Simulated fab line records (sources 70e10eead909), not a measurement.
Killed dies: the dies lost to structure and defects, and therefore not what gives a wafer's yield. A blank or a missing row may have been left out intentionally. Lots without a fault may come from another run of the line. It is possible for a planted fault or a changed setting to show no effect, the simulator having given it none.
fab line records -- flow nand_harc -- part 2 of 2: steps 5 to 6 of 6
[record] lots = 24, wafers = 72, last_day = 33
route steps=1302 shown A_STAIRCASE@747 A_SGD_CUT@904
lots untouched by any fault: they come from a run of this same line in which no faults occurred
start_h: hours from the record's opening day to when the first of the lot's shown wafers began -- wait_h: how many hours have passed since the lot's step before this one -- " unchanged from the row above -- L1.1+2: a single row standing in for several wafers -- - no value present, or no start provided -- * or withheld: withheld -- < > ~ a bound
route shown NAME@n: NAME is a module with steps in the file, n the number in the route of the first one -- usual: mean/standard deviation taken from wafers without a fault -- same: alike in all rows -- chamber/n: place in a boat -- sites: readings site by site -- _std_site: the values' standard deviation -- _edge_site: inner sites' mean taken away from outer sites' mean -- radius_mm: for every site, how far away it sits from the centre of the wafer -- mask NAME#n: copy n -- behind: tool/chamber where the wafer was last shaped -- hold: why the lot was held/for how many hours/how that ended -- device: the n, p or np transistor that did not switch -- end of line: the route-end tests of the same wafers -- step lacking rows: just its recipe -- killed: not the wafer's yield, but the dies lost to structure and defects at the first sort -- map: shows each die of a wafer: x if killed, . if not, _ if none is there
set.NAME: the setting as run; set.NAME@STEP: as run at that earlier step -- model.NAME: the simulator's own value behind a step, which no gauge read
steps of the route over a sample of lots; a table a step, a row a wafer
services: the hour from which a tool's chamber was out of use, counted from the record's first day as start_h (under 0 if before that day), plus the number of hours and why
[[steps]]
[step NHARC_A_STAIRCASE_DEP_301]
[recipe] target_thk_a = 300, target_thk_nm = 30, temp_c = 400, pressure_torr = 3.5, flow_sccm = 200, rf_w = 350, material = SiON
[usual] heater_power_w = 726/100
lot.wafer,tool,chamber,start_h,wait_h,heater_power_w
L074.3,pecvd-04,0,371.81,1.0,767
L074.6,pecvd-04,1,371.81,1.0,622
L074.5,pecvd-04,0,371.81,1.0,751
L075.1,pecvd-04,2,394.85,1.5,745
L075.2,pecvd-04,0,394.85,1.5,771
L075.5,pecvd-04,2,394.85,1.5,759
L076.1,pecvd-04,1,396.57,1.6,566
L076.3,pecvd-04,2,396.57,1.6,663
L076.6,pecvd-04,2,396.57,1.6,662
L078.2,pecvd-04,2,417.82,1.4,761
L078.5,pecvd-04,1,417.82,1.4,653
L078.4,pecvd-04,2,417.82,1.4,780
L077.1,pecvd-03,0,417.95,1.6,840
L077.5,pecvd-03,2,417.95,1.6,613
L077.6,pecvd-03,0,417.95,1.6,853
L079.3,pecvd-04,2,423.27,0.9,693
L079.2,pecvd-04,1,423.27,0.9,631
L079.5,pecvd-04,0,423.27,0.9,758
L080.6,pecvd-04,0,441.51,0.1,745
L080.4,pecvd-04,1,441.51,0.1,638
L080.5,pecvd-04,2,441.51,0.1,635
L081.2,pecvd-03,1,460.80,1.2,757
L081.3,pecvd-03,2,460.80,1.2,607
L081.1,pecvd-03,0,460.80,1.2,809
L082.6,pecvd-03,0,463.87,0.1,784
L082.5,pecvd-03,1,463.87,0.1,721
L082.4,pecvd-03,2,463.87,0.1,535
L083.3,pecvd-04,0,480.95,0.9,739
L083.5,pecvd-04,1,480.95,0.9,609
L083.6,pecvd-04,2,480.95,0.9,583
L084.3,pecvd-04,1,482.72,1.0,595
L084.2,pecvd-04,2,482.72,1.0,627
L084.6,pecvd-04,1,482.72,1.0,605
L085.1,pecvd-04,0,494.08,1.6,890
L085.6,pecvd-04,2,494.08,1.6,692
L085.4,pecvd-04,1,494.08,1.6,563
L086.1,pecvd-02,2,500.99,1.5,873
L086.2,pecvd-02,0,500.99,1.5,887
L086.6,pecvd-02,0,500.99,1.5,892
L088.2,pecvd-03,0,518.85,1.3,890
L088.1,pecvd-03,1,518.85,1.3,822
L088.4,pecvd-03,0,518.85,1.3,711
L087.3,pecvd-02,1,522.87,1.0,899
L087.1,pecvd-02,0,522.87,1.0,726
L087.4,pecvd-02,0,522.87,1.0,732
L091.1,pecvd-02,0,534.21,1.6,868
L091.6,pecvd-02,1,534.21,1.6,795
L091.4,pecvd-02,2,534.21,1.6,839
L089.2,pecvd-03,0,537.76,1.2,793
L089.3,pecvd-03,2,537.76,1.2,507
L089.6,pecvd-03,2,537.76,1.2,527
L090.3,pecvd-03,1,544.83,1.0,733
L090.5,pecvd-03,2,544.83,1.0,587
L090.6,pecvd-03,1,544.83,1.0,733
L092.3,pecvd-04,2,564.19,0.9,696
L092.2,pecvd-04,0,564.19,0.9,848
L092.5,pecvd-04,1,564.19,0.9,607
L093.1,pecvd-04,2,567.94,1.6,686
L093.4,pecvd-04,1,567.94,1.6,562
L093.5,pecvd-04,0,567.94,1.6,716
L094.3,pecvd-02,1,579.00,1.0,837
L094.1,pecvd-02,2,579.00,1.0,847
L094.5,pecvd-02,0,579.00,1.0,716
L095.2,pecvd-03,0,590.38,1.3,682
L095.4,pecvd-03,1,590.38,1.3,731
L095.5,pecvd-03,2,590.38,1.3,554
L096.1,pecvd-03,2,592.17,1.6,680
L096.5,pecvd-03,1,592.17,1.6,817
L096.4,pecvd-03,2,592.17,1.6,667
L097.3,pecvd-03,0,614.02,0.9,773
L097.2,pecvd-03,1,614.02,0.9,831
L097.6,pecvd-03,1,614.02,0.9,840
[step NHARC_A_SGD_CUT_DESCUM_14]
[recipe] time_s = 3, o2_flow_sccm = 200, ar_flow_sccm = 0, bias_power_w = 0, chemistry = O2
[usual] drypump_motor_current_A = 6.0/0.39, mfc_ar_sccm = 0.009/0.01, oes_product_au = 0.997/0.011, rf_vpp_V = 57.7/0.86, showerhead_plenum_p_Torr = 1.89/0.063, throttle_valve_pct = 11.311/0.0091
[same] time_s = 3
lot.wafer,tool,chamber,start_h,wait_h,drypump_motor_current_A,mfc_ar_sccm,oes_product_au,rf_hours_counter_h,rf_vpp_V,showerhead_plenum_p_Torr,throttle_valve_pct
L074.3,rie_diel-06,0,425.30,0.1,6.0,0.022,1.001,5,59.4,1.94,11.311
L074.5,rie_diel-06,3,425.30,0.1,6.3,0,0.994,-,58.8,1.97,11.304
L074.6,rie_diel-06,0,425.30,0.1,6.0,0.022,1.008,-,58.3,1.94,11.309
L075.2,rie_diel-10,3,446.16,0.1,6.3,0,0.995,2,56.8,1.85,11.314
L075.1,rie_diel-10,0,446.16,0.1,6.0,0.007,0.981,2,56.4,1.93,11.292
L075.5,rie_diel-10,2,446.16,0.1,5.0,0.034,0.984,-,57.7,1.83,11.308
L076.3,rie_diel-07,3,446.24,0.1,5.4,0,0.990,8,58.8,1.92,11.316
L076.1,rie_diel-07,2,446.24,0.1,6.5,0.018,1.008,7,57.7,2.01,11.320
L076.6,rie_diel-07,3,446.24,0.1,5.4,0,1.000,-,59.2,1.92,11.310
L077.1,rie_diel-06,2,473.38,0.1,6.3,0.021,0.992,9,57.0,1.80,11.302
L077.6,rie_diel-06,0,473.38,0.1,6.0,0.022,0.981,-,56.2,1.93,11.301
L077.5,rie_diel-06,1,473.38,0.1,6.2,0.006,0.998,-,56.5,1.89,11.317
L079.2,rie_diel-10,1,473.72,0.2,5.6,0,0.996,5,58.3,1.85,11.310
L079.3,rie_diel-10,2,473.72,0.2,4.9,0.034,0.988,5,57.0,1.83,11.322
L079.5,rie_diel-10,3,473.72,0.2,6.3,0,0.998,-,57.4,1.85,11.300
L078.2,rie_diel-06,1,473.79,0.1,6.2,0.006,1.005,8,56.8,1.89,11.314
L078.4,rie_diel-06,3,473.79,0.1,6.3,0,1.012,8,57.2,1.97,11.301
L078.5,rie_diel-06,1,473.79,0.1,6.2,0.006,1.014,-,57.3,1.89,11.325
L080.4,rie_diel-06,2,493.37,0.1,6.3,0.021,0.977,0,57.3,1.80,11.316
L080.5,rie_diel-06,2,493.37,0.1,6.2,0.021,0.976,-,57.8,1.80,11.322
L080.6,rie_diel-06,3,493.37,0.1,6.3,0,0.993,-,56.7,1.97,11.297
L081.1,rie_diel-06,2,515.01,0.1,6.3,0.021,0.974,1,57.1,1.80,11.310
L081.3,rie_diel-06,3,515.01,0.1,6.3,0,1.004,1,58.1,1.97,11.315
L081.2,rie_diel-06,1,515.01,0.1,6.2,0.006,0.992,1,59.6,1.89,11.299
L082.4,rie_diel-10,0,515.29,0.1,6.1,0.007,0.988,10,57.0,1.93,11.318
L082.5,rie_diel-10,3,515.29,0.1,6.3,0,1.013,-,58.3,1.85,11.313
L082.6,rie_diel-10,0,515.29,0.1,6.0,0.007,0.983,-,58.9,1.93,11.311
L084.3,rie_diel-06,0,537.01,0.1,6.0,0.022,1.007,1,58.4,1.93,11.302
L084.2,rie_diel-06,2,537.01,0.1,6.3,0.021,0.989,2,57.2,1.80,11.320
L084.6,rie_diel-06,3,537.01,0.1,6.2,0,1.007,-,58.5,1.97,11.326
L083.3,rie_diel-07,3,537.33,0.1,5.4,0,0.994,3,59.4,1.92,11.304
L083.6,rie_diel-07,3,537.33,0.1,5.4,0,0.999,-,57.4,1.92,11.306
L083.5,rie_diel-07,0,537.33,0.1,5.9,0,0.995,-,57.4,1.91,11.291
L085.4,rie_diel-07,0,547.11,0.1,5.9,0,1.008,3,57.5,1.91,11.326
L085.1,rie_diel-07,1,547.11,0.1,6.2,0.010,0.991,3,57.1,1.81,11.307
L085.6,rie_diel-07,1,547.11,0.1,6.2,0.010,1.006,-,57.6,1.81,11.300
L086.2,rie_diel-06,3,554.52,0.1,6.3,0,1.009,3,56.9,1.97,11.308
L086.1,rie_diel-06,0,554.52,0.1,6.0,0.022,1.010,2,58.5,1.93,11.310
L086.6,rie_diel-06,3,554.52,0.1,6.3,0,1.016,-,57.9,1.97,11.309
L088.1,rie_diel-07,3,569.31,0.1,5.4,0,0.985,6,56.8,1.92,11.314
L088.2,rie_diel-07,0,569.31,0.1,5.9,0,0.994,5,58.0,1.91,11.305
L088.4,rie_diel-07,1,569.31,0.1,6.1,0.010,1.001,5,59.0,1.81,11.303
L087.1,rie_diel-06,3,569.56,0.1,6.3,0,1.009,4,57.6,1.97,11.304
L087.3,rie_diel-06,0,569.56,0.1,6.0,0.022,0.999,3,57.7,1.93,11.300
L087.4,rie_diel-06,1,569.56,0.1,6.2,0.006,0.976,4,58.8,1.89,11.314
L089.2,rie_diel-07,3,585.00,0.1,5.4,0,0.985,6,57.9,1.92,11.308
L089.3,rie_diel-07,0,585.00,0.1,5.9,0,1.000,6,58.1,1.91,11.327
L089.6,rie_diel-07,1,585.00,0.1,6.2,0.010,1.004,-,58.2,1.81,11.322
L091.4,rie_diel-10,1,588.39,0.1,5.7,0,0.998,15,57.0,1.85,11.315
L091.1,rie_diel-10,2,588.39,0.1,4.9,0.034,1.002,15,58.7,1.82,11.312
L091.6,rie_diel-10,0,588.39,0.1,6.0,0.007,0.971,-,57.6,1.93,11.314
L090.3,rie_diel-06,0,597.59,0.1,6.0,0.022,1.016,4,58.0,1.93,11.296
L090.5,rie_diel-06,2,597.59,0.1,6.2,0.021,0.983,-,55.9,1.80,11.305
L090.6,rie_diel-06,3,597.59,0.1,6.3,0,1.011,-,57.3,1.97,11.314
L093.1,rie_diel-10,3,618.51,0.1,6.3,0,1.019,1,57.2,1.85,11.311
L093.4,rie_diel-10,1,618.51,0.1,5.6,0,0.983,2,60.1,1.84,11.311
L093.5,rie_diel-10,0,618.51,0.1,6.0,0.007,0.994,-,58.1,1.93,11.312
L092.3,rie_diel-07,3,618.60,0.1,5.4,0,1.003,9,58.2,1.92,11.310
L092.2,rie_diel-07,1,618.60,0.1,6.2,0.010,0.976,8,56.8,1.81,11.316
L092.5,rie_diel-07,2,618.60,0.1,6.5,0.018,0.998,-,57.7,2.01,11.314
L094.1,rie_diel-10,3,628.73,0.1,6.3,0,1.014,2,57.1,1.84,11.315
L094.3,rie_diel-10,0,628.73,0.1,6.1,0.007,0.990,2,55.1,1.93,11.311
L094.5,rie_diel-10,2,628.73,0.1,4.9,0.034,0.996,-,56.9,1.82,11.313
L095.2,rie_diel-10,2,639.07,0.1,5.0,0.034,0.998,3,57.2,1.82,11.317
L095.4,rie_diel-10,3,639.07,0.1,6.3,0,1.007,3,56.9,1.84,11.323
L095.5,rie_diel-10,0,639.07,0.1,6.1,0.007,0.981,-,58.7,1.93,11.292
L096.4,rie_diel-06,3,639.63,0.1,6.3,0,1.011,7,58.6,1.97,11.305
L096.1,rie_diel-06,0,639.63,0.1,6.0,0.022,1.013,6,56.6,1.93,11.327
L096.5,rie_diel-06,2,639.63,0.1,6.3,0.021,0.992,-,58.4,1.80,11.307
L097.2,rie_diel-07,1,664.37,0.1,6.2,0.010,1.002,1,57.5,1.81,11.304
L097.3,rie_diel-07,2,664.37,0.1,6.5,0.018,1.010,1,57.8,2.01,11.311
L097.6,rie_diel-07,0,664.37,0.1,5.9,0,0.993,-,57.6,1.91,11.299
[[services]]
tool,chamber,start_h,hours,kind
pecvd-03,1,344.84,7.1,repair
rie_diel-02,1,352.67,2.9,repair
pecvd-02,-,354.37,0.7,repair
rie_diel-09,1,362.60,6.4,repair
pecvd-03,-,366.96,13.0,pm
rie_diel-09,-,382.34,0.5,repair
rie_diel-09,1,402.16,8.5,repair
pecvd-02,-,408.38,13.0,pm
pecvd-03,-,421.54,3.6,repair
rie_diel-02,0,426.05,19.7,repair
rie_diel-12,1,434.40,1.4,repair
rie_diel-12,-,446.70,9.0,pm
pecvd-04,-,450.15,13.0,pm
pecvd-03,0,464.27,5.3,repair
pecvd-03,2,479.59,2.3,repair
rie_diel-09,-,492.81,0.4,repair
rie_diel-09,-,499.27,9.0,pm
rie_diel-09,3,516.98,9.6,repair
rie_diel-09,-,569.71,7.4,repair
pecvd-04,-,575.74,1.2,repair
pecvd-04,-,596.02,11.9,repair
rie_diel-12,-,617.72,0.5,repair
rie_diel-12,-,623.70,9.0,pm
pecvd-04,-,631.15,13.0,pm
